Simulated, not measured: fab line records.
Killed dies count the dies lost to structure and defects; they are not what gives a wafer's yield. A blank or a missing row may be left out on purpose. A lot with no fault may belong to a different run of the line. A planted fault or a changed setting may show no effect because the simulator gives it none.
A lot that was struck, set against a sound lot    flow nand harc    14 out of 1302 route steps
Sound: these wafers, L827.1, L827.5, L827.6. Struck: wafers L831.2, L831.3, L831.6. The cause is named last.
Order at every step that has rows: each side's tool, ch and its chambers, its first start. Under that, the readings that differ: sound wafers    struck wafers    difference of the means    sigmas: that difference in standard deviations of wafers without a fault.
alike: words and numbers the same on both sides, and readings whose means are apart by under 2 such deviations; not compared: readings that were withheld, readings missing a value for some wafer, numbers with overlapping values and no deviation given by the record, and bounds like >300 which may hide the same value.
The two part at a step that has a row with sigmas, a row that says differs or no value, or rows on one side only. Non-overlapping numbers with no deviation appear without sigmas and do not part them. Lack of a reading on every wafer of one side parts them only where that side has two or more wafers.

NHARC_A_WL_FILL_STRIP_27: strips in N2/H2, time 20 s.
  sound on plasma asher-01 ch 0,1, day 21 11:20; struck on plasma asher-02 ch 0,1, day 23 21:55
  alike: drypump motor current A, heater power w
  not compared: rf hours counter h
then, 4 steps without rows for these wafers: NHARC_A_WL_FILL_STRIP_28 (strips in post etch residue remover, time 1200 s); NHARC_A_WL_FILL_PRECLEAN_06 (cleans in DIW, time 300 s); NHARC_A_WL_FILL_SRD_07; NHARC_A_WL_FILL_ANNEAL_08 (time 1800 s).
NHARC_A_WL_FILL_ALD_10: deposits SiO2, target thk 50 nm, pulse time 10 s, ald cycles 500.
  sound on ald hk-01 ch 0,1,3, day 21 23:56; struck on ald hk-02 ch 0,1,3, day 24 04:28
  alike: heater power w, precursor pulse height rel
then, 1 step without rows for these wafers: NHARC_A_WL_FILL_ETCHBACK_16 (etches the open film in C4F8/O2/Ar, target depth 120 nm, time 24 s).
NHARC_A_WL_FILL_STRIP_29: strips in O2, time 20 s.
  sound on rie diel-13 ch 1,3, day 22 03:08; struck on rie diel-13 ch 0,3, day 24 08:10
  alike: drypump motor current A, oes product au, rf vpp V, showerhead plenum p Torr, throttle valve pct
  not compared: rf hours counter h
NHARC_A_WL_FILL_ETCHBACK_17: etches the open film in Cl2/BCl3, target depth 4 nm, time 26.7 s.
  sound on rie metal-03 ch 0,1, day 22 03:13; struck on rie metal-01 ch 1, day 24 08:17
reading                      sound           struck          difference  sigmas
drypump motor current A (A)  5.59 5.65 5.60  5.97 5.96 5.96  +0.35       +2
  alike: oes product au
  not compared: rf hours counter h
then, 2 steps without rows for these wafers: NHARC_A_WL_FILL_PRECLEAN_18 (cleans in dHF, time 30 s); NHARC_A_WL_FILL_SRD_21.
NHARC_A_WL_FILL_CVD_23: deposits poly-Si, target thk 40 nm, time 800 s.
  sound on lpcvd poly-02 ch 0, day 22 05:53; struck on lpcvd poly-04 ch 0, day 25 17:01
NHARC_A_WL_FILL_ETCHBACK_26: etches the open film in HBr, target depth 52 nm, time 13.3 s.
  sound on rie si-05 ch 0,3, day 22 08:29; struck on rie si-05 ch 0,1,2, day 25 19:35
  alike: bias w, drypump motor current A, hbr flow sccm, oes product au, throttle valve pct
  not compared: rf hours counter h
NHARC_END_SORT_01:
  the record has rows for the sound wafers here (prober-02 ch 0, day 25 12:50) and none for the struck ones

== WHERE THEY PART ==
At NHARC_A_WL_FILL_ETCHBACK_17 first; at NHARC_END_SORT_01 last (within this record only).

WHY: what had been put in by the simulator
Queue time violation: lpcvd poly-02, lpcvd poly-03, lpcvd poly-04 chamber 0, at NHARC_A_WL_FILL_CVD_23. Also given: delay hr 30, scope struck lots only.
